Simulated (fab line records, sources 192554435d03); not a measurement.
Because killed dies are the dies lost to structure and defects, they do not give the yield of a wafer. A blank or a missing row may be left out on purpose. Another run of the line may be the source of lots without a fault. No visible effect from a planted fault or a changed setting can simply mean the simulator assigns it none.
fab line records ; flow n5-finfet
record lots=4; wafers=12; last-day=17
route steps=1938 shown BEOL_M5@1129 PASSIVATION@1936
lots that met no fault: from a run of the same line without faults
start-h: start of the lot's first displayed wafer, in hours after the record's first day ; wait-h: hours elapsed since this lot's preceding step ; " same as the row above ; L1.1+2: several wafers, shown together as one row ; - no value, or no start given ; * or withheld: withheld ; < > ~ a bound
route shown NAME@n: names a module that has steps shown in the file, with the first one's number in the route ; usual: the fault-free wafers' mean and standard deviation ; same: alike in all rows ; chamber/n: place in a boat ; sites: each site's reading ; _std_site: the values' standard deviation ; _edge_site: mean of outer sites minus mean of inner sites ; radius-mm: how far each site lies from the wafer's centre ; mask NAME#n: copy n ; behind: the last tool/chamber to shape the wafer ; hold: reason for holding the lot/hours on hold/outcome of the hold ; device: the transistor (n, p or np) that didn't switch ; end of line: the same wafers' tests at the end of the route ; for a step that has no rows: nothing shown but its recipe ; killed: the dies lost at the first sort to structure and to defects; this is not the yield of the wafer ; map: shows each die of a wafer: x if killed, . if not, _ if none is there
set.NAME: the run value of the setting; set.NAME@STEP: its run value at that earlier step ; model.NAME: the simulator's own value behind a step, which no gauge read
lots at selected steps of the route; one table per step, one row per wafer
services: the hour from which a tool's chamber was out of use, counted from the record's first day as start-h (under 0 if before that day), plus the number of hours and why
## steps
# step N5_BEOL_M5_DESCUM_16
# recipe chemistry=O2; time-s=7; source-power-w=50; bias-power-w=20; pressure-mtorr=20; rf-frequency-hz=2.712e+07; temp-c=40; resist=CAR-EUV; o2-flow-sccm=225
# step N5_BEOL_M5_ETCH_72
# recipe chemistry=N2/H2; target=underlayer; target-depth-a=65; mask-material=CAR-EUV; time-s=5.2; ion-energy-ev=200; pressure-mtorr=30; source-w=840; bias-w=150; n2-flow-sccm=200; h2-flow-sccm=200; ends=cleared
# step N5_BEOL_M5_ETCH_61
# recipe chemistry=CF4; target=SiARC; target-depth-a=156; mask-material=CAR-EUV; time-s=26; ion-energy-ev=80; pressure-mtorr=40; source-w=545; bias-w=36; Ar_flow_sccm=100; cf4-flow-sccm=100; ends=cleared
# step N5_BEOL_M5_ETCH_62
# recipe chemistry=N2/H2; target=SOC; target-depth-a=750; overetch-a=150; mask-material=SiARC; temp-c=40; time-s=112.5; ion-energy-ev=200; pressure-mtorr=30; source-w=840; bias-w=150; n2-flow-sccm=200; h2-flow-sccm=200
# step N5_BEOL_M5_STRIP_63
# recipe chemistry=N2/H2; temp-c=40; n2-flow-sccm=200; h2-flow-sccm=200; rf-frequency-hz=6e+07
# step N5_BEOL_M5_STRIP_73
# recipe chemistry=N2/H2; temp-c=40; n2-flow-sccm=200; h2-flow-sccm=200; rf-frequency-hz=6e+07
# step N5_BEOL_M5_STRIP_64
# recipe chemistry=CF4; resist=SiARC; power-w=300; bias-power-w=75; pressure-mtorr=50; cf4-flow-sccm=150; rf-frequency-hz=6e+07
# step N5_BEOL_M5_HM_OPEN_17
# recipe chemistry=Cl2/BCl3; target-depth-a=200; overetch-a=60; target=TiN; mask-material=SOC; ion-energy-ev=150; pressure-mtorr=10; icp-w=1000; bias-w=126; Cl2_flow_sccm=53.25; bcl3-flow-sccm=21.75; Ar_flow_sccm=25
# step N5_BEOL_M5_STRIP_19
# recipe chemistry=O2; power-w=400; temp-c=40; pressure-mtorr=30; rf-frequency-hz=6e+07; bias-power-w=0; overash-fraction=0.2; o2-flow-sccm=225
# step N5_BEOL_M5_COAT_65
# recipe resist=SOC; temp-c=250; time-s=60; spin-rpm=1500; resist-thk-nm=60
# step N5_BEOL_M5_COAT_66
# recipe resist=SiARC; temp-c=220; time-s=60; spin-rpm=1500; resist-thk-nm=12
# step N5_BEOL_M5_COAT_74
# recipe resist=underlayer; temp-c=205; time-s=60; spin-rpm=1500; resist-thk-nm=5
# usual heater-power-total-W=391.7/1.4; spin-speed-rpm=1500.1/0.9
lot.wafer;tool;chamber;start-h;wait-h;heater-power-total-W;spin-speed-rpm;model.underlayer_of_BEOL_M5_COAT_74.thk-nm
L781.1;litho-track-05;0;210.69;-;390.7;1501.5;5
L781.2;litho-track-05;0;210.69;-;393.9;1499.9;5
L781.5;litho-track-05;0;210.69;-;390.2;1500.2;5
L794.2;litho-track-05;0;274.74;-;392.4;1826.4;4.6
L794.4;litho-track-05;0;274.74;-;393.1;1826.6;4.6
L794.5;litho-track-05;0;274.74;-;391.4;1825.9;4.6
L796.4;litho-track-05;0;291.88;-;393.5;1825.3;4.6
L796.5;litho-track-05;0;291.88;-;390.5;1826.0;4.6
L796.6;litho-track-05;0;291.88;-;392.3;1826.5;4.6
L798.1;litho-track-02;0;311.85;-;392.7;1500.8;5
L798.2;litho-track-02;0;311.85;-;391.1;1500.2;5
L798.5;litho-track-02;0;311.85;-;390.4;1499.5;5
# step N5_BEOL_M5_COAT_22
# recipe resist=CAR-EUV; spin-rpm=1500; resist-thk-nm=30
# step N5_BEOL_M5_EBR_24
# recipe solvent=PGMEA; ebr-width-mm=1.5
# step N5_BEOL_M5_SOFTBAKE_23
# recipe temp-c=110; time-s=60; resist=CAR-EUV
# step N5_BEOL_M5_EXPOSE_25
# recipe mask-id=V4; na=0.33; source-shape=quasar; sigma-inner=0.2; sigma-outer=0.6; polarization=unpolarized; defocus-nm=10; dose-mj=52.75
# step N5_BEOL_M5_PEB_26
# recipe peb-temp-c=100; peb-time-s=60; resist=CAR-EUV
# step N5_BEOL_M5_DEVELOP_27
# recipe develop-time-s=30; developer=TMAH; resist=CAR-EUV; rinse-liquid=surfactant-rinse; dry=air-spin; dev-temp-c=23
# step N5_BEOL_M5_DESCUM_33
# recipe chemistry=O2; time-s=7; source-power-w=50; bias-power-w=20; pressure-mtorr=20; rf-frequency-hz=2.712e+07; temp-c=40; resist=CAR-EUV; o2-flow-sccm=225
# step N5_BEOL_M5_ETCH_75
# recipe chemistry=N2/H2; target=underlayer; target-depth-a=65; mask-material=CAR-EUV; time-s=5.2; ion-energy-ev=200; pressure-mtorr=30; source-w=840; bias-w=150; n2-flow-sccm=200; h2-flow-sccm=200; ends=cleared
# usual drypump-motor-current-A=5.7/0.45; etch-rf-on-time-s=5.25/0.18; oes-product-au=0.68/0.073; rf-vpp-V=523.7/2.7; showerhead-plenum-p-Torr=2.55/0.078; throttle-valve-pct=17.97/0.28
lot.wafer;tool;chamber;start-h;wait-h;drypump-motor-current-A;etch-rf-on-time-s;oes-product-au;rf-hours-counter-h;rf-vpp-V;showerhead-plenum-p-Torr;throttle-valve-pct;model.CAR-EUV_of_BEOL_M5_COAT_22.thk-nm;model.etch.depth-nm
L781.1;rie-diel-04;0;211.12;0.0;5.9;5.14;0.62;191;524.6;2.54;18.27;20.2;4.993
L781.2;rie-diel-04;1;211.12;0.0;5.3;5.14;0.60;210;522.7;2.51;17.82;20.2;4.985
L781.5;rie-diel-04;0;211.12;0.0;5.9;5.09;0.62;-;523.3;2.54;18.26;20.2;4.995
L794.2;rie-diel-04;3;275.34;0.0;5.2;4.84;0.68;72;522.4;2.47;17.90;21;4.521
L794.4;rie-diel-04;2;275.34;0.0;5.7;4.54;0.85;3;526.5;2.73;18.17;20.8;4.519
L794.5;rie-diel-04;2;275.34;0.0;5.7;4.52;0.86;-;531.8;2.73;18.15;20.8;4.525
L796.4;rie-diel-03;0;292.84;0.0;5.1;4.86;0.60;226;522.5;2.53;18.13;21.2;4.515
L796.5;rie-diel-03;3;292.84;0.0;6.4;4.53;0.73;-;525.3;2.61;18.47;21;4.535
L796.6;rie-diel-03;0;292.84;0.0;5.1;4.90;0.58;-;522.5;2.53;18.12;21.2;4.524
L798.1;rie-diel-03;1;312.28;0.0;5.4;5.39;0.71;58;528.5;2.68;17.89;20.6;5.011
L798.2;rie-diel-03;0;312.28;0.0;5.1;5.45;0.58;234;522.3;2.53;18.12;20.6;5.015
L798.5;rie-diel-03;1;312.28;0.0;5.4;5.45;0.70;-;528.9;2.68;17.87;20.6;5.004
# step N5_BEOL_M5_ETCH_67
# recipe chemistry=CF4; target=SiARC; target-depth-a=156; mask-material=CAR-EUV; time-s=26; ion-energy-ev=80; pressure-mtorr=40; source-w=545; bias-w=36; Ar_flow_sccm=100; cf4-flow-sccm=100; ends=cleared
# usual drypump-motor-current-A=5.7/0.46; etch-rf-on-time-s=26.4/0.91; mfc-ar-sccm=100.00/0.28; oes-product-au=0.67/0.073; rf-vpp-V=184.1/1.1; showerhead-plenum-p-Torr=2.14/0.06; throttle-valve-pct=15.67/0.2
lot.wafer;tool;chamber;start-h;wait-h;drypump-motor-current-A;etch-rf-on-time-s;mfc-ar-sccm;oes-product-au;rf-hours-counter-h;rf-vpp-V;showerhead-plenum-p-Torr;throttle-valve-pct;model.CAR-EUV_of_BEOL_M5_COAT_22.thk-nm
L781.1;rie-diel-04;0;211.13;0.0;5.9;26.0;100.14;0.61;191;183.3;2.12;15.88;11
L781.2;rie-diel-04;1;211.13;0.0;5.2;26.0;99.90;0.61;210;183.6;2.12;15.64;11
L781.5;rie-diel-04;0;211.13;0.0;5.9;25.9;99.87;0.62;-;185.7;2.12;15.86;10.8
L794.2;rie-diel-04;3;275.36;0.0;5.2;27.0;100.19;0.70;72;183.6;2.08;15.55;11.8
L794.4;rie-diel-04;2;275.36;0.0;5.7;25.3;99.71;0.85;3;184.6;2.28;15.60;11.6
L794.5;rie-diel-04;2;275.36;0.0;5.7;25.3;99.52;0.86;-;186.0;2.28;15.59;11.6
L796.4;rie-diel-03;0;292.86;0.0;5.1;27.4;100.15;0.59;226;182.1;2.13;15.88;12
L796.5;rie-diel-03;3;292.86;0.0;6.4;24.9;100.04;0.74;-;184.4;2.17;15.74;11.8
L796.6;rie-diel-03;0;292.86;0.0;5.1;27.4;99.92;0.59;-;184.4;2.14;15.88;12
L798.1;rie-diel-03;1;312.30;0.0;5.4;27.3;99.57;0.69;58;184.3;2.25;15.64;11.4
L798.2;rie-diel-03;0;312.30;0.0;5.1;27.6;100.09;0.57;234;184.5;2.13;15.90;11.4
L798.5;rie-diel-03;1;312.30;0.0;5.4;27.3;99.93;0.70;-;185.2;2.25;15.62;11.4
# step N5_BEOL_M5_ETCH_68
# recipe chemistry=N2/H2; target=SOC; target-depth-a=800; overetch-a=160; mask-material=SiARC; temp-c=40; time-s=120; ion-energy-ev=200; pressure-mtorr=30; source-w=840; bias-w=150; n2-flow-sccm=200; h2-flow-sccm=200
# step N5_PASSIVATION_PROBE_49
# usual defect-limited-yield=91.7/1.4; killed_at_M0_to_M3=31/11; killed_at_M4_up=13/4.6; killed-at-contacts=13/6.7; killed-at-front-end=39/9.6; killed-at-other=3.5/2.8; killed-dies=98/16; killed-on-rim=13/4.2; killed-open=64/11; killed-short=33/8.5; sort_bin_4_leakage=0.00/0.032; sort_bin_5_function=4.9/0.96; sort_bin_6_memory=3.1/0.59; sort_bin_8_speed=0.2/1.3; sort-n-pass=1080/23; sort-yield-pct=91.5/1.9
# same gross-dies=1180; killed-at-back-side=0
lot.wafer;tool;chamber;start-h;wait-h;defect-limited-yield[%];killed_at_M0_to_M3;killed_at_M4_up;killed-at-contacts;killed-at-front-end;killed-at-other;killed-dies;killed-on-rim;killed-open;killed-short;sort_bin_4_leakage[%];sort_bin_5_function[%];sort_bin_6_memory[%];sort_bin_8_speed[%];sort-n-pass;sort-yield-pct[%]
L781.1;prober-01;-;310.50;0.0;91.0;29;17;17;42;1;106;15;79;27;0;5.3;3.3;0;1074;91.0
L781.2;prober-01;-;310.55;0.1;92.5;23;6;13;43;3;88;10;54;34;0;4.7;2.5;0;1092;92.5
L781.5;prober-01;-;310.70;0.2;91.3;26;13;17;47;0;103;12;67;36;0;5.8;2.4;0;1077;91.3
L796.4;prober-02;-;388.06;0.2;91.9;32;9;3;43;8;95;6;62;32;0;5.4;2.5;0;1085;91.9
L796.5;prober-02;-;388.11;0.2;92.4;32;9;12;33;4;90;19;64;26;0;4.2;3.3;0;1090;92.4
L796.6;prober-02;-;388.16;0.3;92.3;29;11;18;21;12;91;11;62;28;0;4.7;2.5;0;1089;92.3
# killed by level:class
L781.1 FIN_SAQP:geometric-particle:open=15 MOL_CONTACT_COAG:geometric-particle:open=13 FIN_SAQP:geometric-particle:short=11 BEOL_M4:geometric-particle:open=11 STI_FIN_REVEAL:geometric-particle:open=7 BEOL_M1:geometric-particle:open=7 BEOL_M3:geometric-particle:open=6 BEOL_M0_SAQP:geometric-particle:open=5
L781.2 FIN_SAQP:geometric-particle:short=11 STI_FIN_REVEAL:geometric-particle:open=10 BEOL_M3:geometric-particle:open=9 MOL_CONTACT_COAG:geometric-particle:short=7 MOL_CONTACT_COAG:geometric-particle:open=6 BEOL_M2:geometric-particle:open=6 BEOL_M0_SAQP:geometric-particle:open=4 FIN_SAQP:geometric-particle:open=3
L781.5 STI_FIN_REVEAL:geometric-particle:open=15 MOL_CONTACT_COAG:geometric-particle:open=14 FIN_SAQP:geometric-particle:short=9 BEOL_M0_SAQP:geometric-particle:open=8 BEOL_M0_SAQP:geometric-particle:short=8 BEOL_M4:geometric-particle:open=7 GATE_CUT:geometric-particle:short=6 BEOL_M2:geometric-particle:open=3
L796.4 FIN_SAQP:geometric-particle:open=12 BEOL_M0_SAQP:geometric-particle:short=10 BEOL_M3:geometric-particle:open=8 STI_FIN_REVEAL:geometric-particle:open=7 BEOL_M0_SAQP:geometric-particle:open=7 DUMMY_GATE:geometric-particle:open=5 BEOL_M4:geometric-particle:open=5 MIM_TOP:geometric-particle:short=5
L796.5 MOL_CONTACT_COAG:geometric-particle:open=11 STI_FIN_REVEAL:geometric-particle:open=10 BEOL_M3:geometric-particle:open=8 BEOL_M0_SAQP:geometric-particle:short=7 BEOL_M1:geometric-particle:open=7 BEOL_M0_SAQP:geometric-particle:open=5 FIN_SAQP:geometric-particle:short=4 FIN_SAQP:geometric-particle:open=4
L796.6 MOL_CONTACT_COAG:geometric-particle:open=15 FIN_SAQP:geometric-particle:open=7 BEOL_M0_SAQP:geometric-particle:open=6 BEOL_M0_SAQP:geometric-particle:short=6 BEOL_M2:geometric-particle:open=6 BEOL_M4:geometric-particle:open=5 BEOL_M2:geometric-particle:short=4 BEOL_M3:geometric-particle:open=4
## services
tool;chamber;start-h;hours;kind
rie-diel-04;-;188.17;14.6;pm
rie-diel-03;-;239.00;15.6;pm
rie-diel-04;2;254.55;-;clean
rie-diel-04;2;254.55;-;consumable-replace:focus-ring
rie-diel-04;2;254.55;-;consumable-replace:showerhead
rie-diel-04;2;254.55;11.3;scheduled-down
rie-diel-04;2;254.55;11.3;vent-cycle
rie-diel-04;3;278.44;4.5;repair
rie-diel-03;2;296.51;115.9;repair
rie-diel-04;3;296.85;3.5;repair
## key
first-sign step=N5_BEOL_M5_COAT_74; reading=spin-speed-rpm; direction=up; sigmas=99+; usual=*; struck=*
effect step=N5_BEOL_M5_ETCH_75; reading=etch-rf-on-time-s; direction=down; sigmas=3.1; usual=*; struck=*
model-effect step=N5_BEOL_M5_COAT_74; value=underlayer_of_BEOL_M5_COAT_74.thk-nm; without=5; struck=4.6
model-effect step=N5_BEOL_M5_ETCH_75; value=CAR-EUV_of_BEOL_M5_COAT_22.thk-nm; without=20.4; struck=21
model-effect step=N5_BEOL_M5_ETCH_67; value=CAR-EUV_of_BEOL_M5_COAT_22.thk-nm; without=11.2; struck=11.8
met-at N5_BEOL_M5_COAT_74
struck-wafers L794.2,L794.4,L794.5,L796.4,L796.5,L796.6
onset-between 210.69 274.74
fault kind=process-parameter-drift; tool=litho-track-05; chamber=-; onset-h=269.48; steps=N5_BEOL_M5_COAT_74; channel=spin-rpm; offset=*; shape=step; end-h=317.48; acts-in=*; stated=*
